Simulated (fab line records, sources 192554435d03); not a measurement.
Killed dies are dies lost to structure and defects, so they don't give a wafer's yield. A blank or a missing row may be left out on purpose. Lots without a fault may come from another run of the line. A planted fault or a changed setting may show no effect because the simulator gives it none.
Chamber matching | flow n5_finfet | N5_BEOL_M5_DESCUM_33 on rie_diel-02: 4 sister chambers
The step chemistry O2, time 7 s. 8 wafers are shown with their chamber, then 7 later ones without.

WAFERS WITH THEIR CHAMBER
wafer  | chamber | showerhead_plenum_p_Torr (Torr) | drypump_motor_current_A (A)
L079.3 | 0       | 2.09                            | 6.6
L084.5 | 1       | 2.17                            | 5.7
L084.6 | 2       | 2.06                            | 5.8
L090.1 | 1       | 2.17                            | 5.7
L090.2 | 2       | 2.05                            | 5.9
L090.4 | 3       | 2.01                            | 6.5
L087.2 | 3       | 2.01                            | 6.6
L087.3 | 0       | 2.08                            | 6.5

WAFERS WITHOUT THEIR CHAMBER
wafer  | showerhead_plenum_p_Torr (Torr) | drypump_motor_current_A (A)
L087.4 | 2.16                            | 5.7
L089.2 | 2.08                            | 6.5
L089.4 | 2.01                            | 6.5
L089.5 | 2.08                            | 6.5
L094.2 | 2.05                            | 5.8
L094.3 | 2.08                            | 6.5
L094.4 | 2.00                            | 6.5

WHICH CHAMBER EACH WENT THROUGH
wafer  | from the rows above | in truth
L087.4 | 1                   | 1
L089.2 | 0                   | 0
L089.4 | 3                   | 3
L089.5 | 0                   | 0
L094.2 | 2                   | 2
L094.3 | 0                   | 0
L094.4 | 3                   | 3
Placed correctly: 7 of 7. Can't be placed from these rows: 0. Placed wrongly: 0.
How it was worked out, from the rows above alone: a wafer's distance from a chamber is the root of the sum, over the readings, of the square of ((its reading less the chamber's mean) divided by the reading's scatter). The wafer belongs to the nearest chamber; if the next one is less than 2 further off, it can't be placed. A chamber's mean is the mean of its shown wafers. The scatter: the root of (the sum of the squares of (reading less its chamber's mean) over the shown wafers, divided by (wafers less chambers)).
